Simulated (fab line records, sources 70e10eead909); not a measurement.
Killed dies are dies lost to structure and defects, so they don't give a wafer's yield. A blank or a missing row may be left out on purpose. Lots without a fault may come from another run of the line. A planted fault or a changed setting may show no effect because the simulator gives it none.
Which tool did it? | flow nand_harc | 14 lots, 42 wafers sampled, at 5 steps of a route of 1302

WHAT THE GAUGES READ, wafer by wafer
NHARC_P_BONDPAD_THK_MEAS_20: measures by xrf.
lot  | measured     | on            | thk_nm (nm)
L602 | day 7 02:43  | film_metro-01 | 161.7 164.0 163.1
L603 | day 7 03:17  | film_metro-01 | 164.5 161.9 163.1
L607 | day 8 14:47  | film_metro-02 | 160.2 162.5 161.6
L608 | day 9 13:23  | film_metro-02 | 158.7 161.5 161.5
L609 | day 9 20:25  | film_metro-02 | 160.5 159.4 157.8
L610 | day 9 23:25  | film_metro-02 | 162.8 160.9 159.2
L611 | day 10 09:59 | film_metro-02 | 161.7 161.8 162.1
L612 | day 10 20:34 | film_metro-02 | 160.4 159.0 159.7
L613 | day 11 11:17 | film_metro-01 | 160.4 161.0 162.5
L614 | day 11 16:07 | film_metro-01 | 161.7 159.7 160.0
L615 | day 12 04:47 | film_metro-02 | 163.1 161.6 158.3
L616 | day 12 15:23 | film_metro-01 | 158.1 160.6 158.6
L622 | day 14 23:10 | film_metro-02 | 132.7 160.1 160.4
L623 | day 15 15:37 | film_metro-01 | 123.7 129.5 158.3

WHICH TOOL RAN EACH LOT (tool, then ch and the chambers of the sampled wafers, then the start)
lot  | NHARC_P_BONDPAD_DESCUM_11          | NHARC_P_BONDPAD_PVD_27                  | NHARC_P_BONDPAD_ECD_18         | NHARC_P_BONDPAD_ANNEAL_28
L602 | rie_diel-02 ch 0,1,3, day 7 00:22  | pvd_sputter-03, day 7 01:40 or earlier  | ecd_cu-01 ch 0,1, day 7 01:40  | rtp_anneal-02 ch 0, day 7 02:03
L603 | rie_diel-02 ch 0,3, day 7 00:57    | pvd_sputter-01, day 7 02:24 or earlier  | ecd_cu-02 ch 0,1, day 7 02:24  | rtp_anneal-01 ch 0, day 7 02:47
L607 | rie_diel-09 ch 1,2,3, day 8 12:21  | pvd_sputter-03, day 8 13:47 or earlier  | ecd_cu-01 ch 0,1, day 8 13:47  | rtp_anneal-01 ch 0, day 8 14:10
L608 | rie_diel-09 ch 0,2,3, day 9 11:03  | pvd_sputter-02, day 9 12:29 or earlier  | ecd_cu-01 ch 0,1, day 9 12:29  | rtp_anneal-02 ch 0, day 9 12:52
L609 | rie_diel-09 ch 0,2,3, day 9 18:05  | pvd_sputter-02, day 9 19:22 or earlier  | ecd_cu-01 ch 0,1, day 9 19:22  | rtp_anneal-01 ch 0, day 9 19:45
L610 | rie_diel-02 ch 0,1,2, day 9 21:06  | pvd_sputter-02, day 9 22:26 or earlier  | ecd_cu-02 ch 0, day 9 22:26    | rtp_anneal-01 ch 0, day 9 22:46
L611 | rie_diel-09 ch 0,1,3, day 10 07:38 | pvd_sputter-03, day 10 09:02 or earlier | ecd_cu-01 ch 0,1, day 10 09:02 | rtp_anneal-01 ch 0, day 10 09:25
L612 | rie_diel-11 ch 0,2,3, day 10 18:13 | pvd_sputter-03, day 10 19:34 or earlier | ecd_cu-01 ch 0,1, day 10 19:34 | rtp_anneal-01 ch 0, day 10 19:56
L613 | rie_diel-02 ch 0,1, day 11 08:41   | pvd_sputter-01, day 11 10:23 or earlier | ecd_cu-01 ch 0,1, day 11 10:23 | rtp_anneal-01 ch 0, day 11 10:43
L614 | rie_diel-02 ch 0,1,2, day 11 13:47 | pvd_sputter-03, day 11 15:04 or earlier | ecd_cu-01 ch 0,1, day 11 15:04 | rtp_anneal-02 ch 0, day 11 15:27
L615 | rie_diel-11 ch 0,1,3, day 12 02:26 | pvd_sputter-02, day 12 03:44 or earlier | ecd_cu-02 ch 0,1, day 12 03:44 | rtp_anneal-01 ch 0, day 12 04:07
L616 | rie_diel-02 ch 0,1, day 12 13:03   | pvd_sputter-02, day 12 14:23 or earlier | ecd_cu-01 ch 0,1, day 12 14:23 | rtp_anneal-01 ch 0, day 12 14:46
L622 | rie_diel-02 ch 0,2,3, day 14 20:49 | pvd_sputter-01, day 14 22:13 or earlier | ecd_cu-02 ch 0,1, day 14 22:13 | rtp_anneal-02 ch 0, day 14 22:36
L623 | rie_diel-02 ch 2,3, day 15 13:15   | pvd_sputter-01, day 15 14:32 or earlier | ecd_cu-02 ch 0,1, day 15 14:32 | rtp_anneal-02 ch 0, day 15 14:57
- NHARC_P_BONDPAD_DESCUM_11: chemistry O2, time 3 s.
- NHARC_P_BONDPAD_PVD_27: deposits Cu, target thk 30 nm, time 20.49 s.
- NHARC_P_BONDPAD_ECD_18: material Cu, target thk 400 nm.
- NHARC_P_BONDPAD_ANNEAL_28: time 90 s.

WHAT THE TOOLS THEMSELVES READ (means of the sampled wafers that have a number; where no wafer has one, the mark that the record gives instead)
NHARC_P_BONDPAD_DESCUM_11.
lot  | tool        | drypump_motor_current_A (A) | oes_product_au (a.u.) | rf_vpp_V (V) | showerhead_plenum_p_Torr (Torr) | throttle_valve_pct (%)
L602 | rie_diel-02 | 5.5                         | 0.998                 | 57.3         | 1.85                            | 11.322
L603 | rie_diel-02 | 5.6                         | 0.994                 | 57.6         | 1.85                            | 11.312
L607 | rie_diel-09 | 6.0                         | 1.005                 | 57.4         | 1.92                            | 11.311
L608 | rie_diel-09 | 6.1                         | 1.006                 | 57.9         | 1.90                            | 11.307
L609 | rie_diel-09 | 6.1                         | 1.002                 | 58.3         | 1.90                            | 11.313
L610 | rie_diel-02 | 5.9                         | 0.990                 | 57.7         | 1.81                            | 11.315
L611 | rie_diel-09 | 6.0                         | 0.997                 | 57.6         | 1.90                            | 11.304
L612 | rie_diel-11 | 5.6                         | 0.998                 | 57.7         | 1.89                            | 11.306
L613 | rie_diel-02 | 5.7                         | 0.998                 | 57.2         | 1.82                            | 11.316
L614 | rie_diel-02 | 5.9                         | 1.001                 | 56.7         | 1.81                            | 11.311
L615 | rie_diel-11 | 5.4                         | 1.004                 | 58.6         | 1.95                            | 11.314
L616 | rie_diel-02 | 5.6                         | 1.001                 | 58.0         | 1.82                            | 11.311
L622 | rie_diel-02 | 5.7                         | 0.998                 | 57.4         | 1.83                            | 11.319
L623 | rie_diel-02 | 5.7                         | 0.993                 | 58.2         | 1.86                            | 11.319

NHARC_P_BONDPAD_PVD_27.
lot  | tool           | throttle_valve_pct (%)
L602 | pvd_sputter-03 | 30.2
L603 | pvd_sputter-01 | 31.5
L607 | pvd_sputter-03 | 29.7
L608 | pvd_sputter-02 | 27.9
L609 | pvd_sputter-02 | 28.0
L610 | pvd_sputter-02 | 29.4
L611 | pvd_sputter-03 | 29.4
L612 | pvd_sputter-03 | 29.7
L613 | pvd_sputter-01 | 30.3
L614 | pvd_sputter-03 | 30.2
L615 | pvd_sputter-02 | 29.0
L616 | pvd_sputter-02 | 28.9
L622 | pvd_sputter-01 | 30.4
L623 | pvd_sputter-01 | 30.7

NHARC_P_BONDPAD_ANNEAL_28.
lot  | tool          | wafer_temp_C_max
L602 | rtp_anneal-02 | 226.6
L603 | rtp_anneal-01 | 226.1
L607 | rtp_anneal-01 | 226.5
L608 | rtp_anneal-02 | 226.5
L609 | rtp_anneal-01 | 226.5
L610 | rtp_anneal-01 | 226.3
L611 | rtp_anneal-01 | 226.3
L612 | rtp_anneal-01 | 226.3
L613 | rtp_anneal-01 | 226.3
L614 | rtp_anneal-02 | 226.2
L615 | rtp_anneal-01 | 226.3
L616 | rtp_anneal-01 | 226.5
L622 | rtp_anneal-02 | 226.6
L623 | rtp_anneal-02 | 226.6

THE ANSWER, worked out from the rows above alone
Rule: what is usual is taken from the lots themselves. Put in order of their means at a reading, lots are off if they are a third of the lots or fewer, leave a main group of 4 or more, and stand apart from it by a gap of 3 or more times the standard deviation of the main group's means; of several such gaps the widest counts. A main group whose means are all the same, to the digits that the tables above print for the reading, isn't used. A lot without any number at a reading at which 4 lots or more have one is off too. The other lots that the step has rows for count as sound. The gauges are gone through in route order, then the tools' own readings, and for those a lot's mean is taken as printed above. The first step at which some lot is off is used, and at that step the reading that is off furthest; a lot without a number counts as furthest.
Off: L622, L623, at NHARC_P_BONDPAD_THK_MEAS_20 (thk_nm). The main group: mean 161.0 nm, standard deviation 1.2.
A tool fits if, at a process step before that reading, it ran every lot that is off, and no sound lot after the first of them. The gauges at NHARC_P_BONDPAD_THK_MEAS_20 are tried like those tools. NHARC_P_BONDPAD_PVD_27 gives no start for some lots, so the hours and the order of its lots are those of NHARC_P_BONDPAD_ECD_18. Can't be told from this: 4 tools fit, rie_diel-02 at NHARC_P_BONDPAD_DESCUM_11, pvd_sputter-01 at NHARC_P_BONDPAD_PVD_27, ecd_cu-02 at NHARC_P_BONDPAD_ECD_18, rtp_anneal-02 at NHARC_P_BONDPAD_ANNEAL_28.

WHAT THE SIMULATOR HAD PUT IN
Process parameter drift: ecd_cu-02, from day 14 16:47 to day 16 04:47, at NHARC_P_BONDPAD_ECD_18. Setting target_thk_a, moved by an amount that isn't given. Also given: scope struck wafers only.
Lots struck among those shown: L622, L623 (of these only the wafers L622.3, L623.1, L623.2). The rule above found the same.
